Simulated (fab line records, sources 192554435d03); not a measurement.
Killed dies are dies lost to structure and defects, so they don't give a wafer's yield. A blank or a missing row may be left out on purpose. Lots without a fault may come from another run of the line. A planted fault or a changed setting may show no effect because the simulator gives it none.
Chamber matching | flow n5_finfet | N5_BEOL_M0_SAQP_ETCH_83 on rie_diel-04: 4 sister chambers
The step etches SiARC in CF4, target depth 39 nm, time 65 s. 4 wafers are shown with their chamber, then 11 later ones without.

WAFERS WITH THEIR CHAMBER
wafer  | chamber | drypump_motor_current_A (A)
L088.1 | 3       | 5.9
L088.3 | 1       | 6.1
L088.5 | 2       | 5.7
L089.1 | 0       | 4.7

WAFERS WITHOUT THEIR CHAMBER
wafer  | drypump_motor_current_A (A)
L089.5 | 6.0
L089.6 | 5.8
L094.1 | 6.1
L094.2 | 5.9
L094.3 | 4.7
L096.2 | 6.1
L096.4 | 4.7
L096.5 | 4.7
L097.1 | 6.0
L097.3 | 6.1
L097.5 | 5.9

WHICH CHAMBER EACH WENT THROUGH
wafer  | from the rows above     | in truth
L089.5 | can't be placed: 1 or 3 | 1
L089.6 | can't be placed: 2 or 3 | 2
L094.1 | 1                       | 1
L094.2 | 3                       | 3
L094.3 | 0                       | 0
L096.2 | 1                       | 1
L096.4 | 0                       | 0
L096.5 | 0                       | 0
L097.1 | can't be placed: 1 or 3 | 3
L097.3 | 1                       | 1
L097.5 | 3                       | 3
Placed correctly: 8 of 11. Can't be placed from these rows: 3 (the true chamber is among the candidates in 3). Placed wrongly: 0.
How it was worked out, from the rows above alone: a wafer's distance from a chamber is the root of the sum, over the readings, of the square of ((its reading less the chamber's mean) divided by the reading's scatter). The wafer belongs to the nearest chamber; if the next one is less than 2 further off, it can't be placed. A chamber's mean is the mean of its shown wafers. The scatter: with one shown wafer a chamber, the root of the mean of the squares of how far each hidden wafer lies from its nearest shown one.
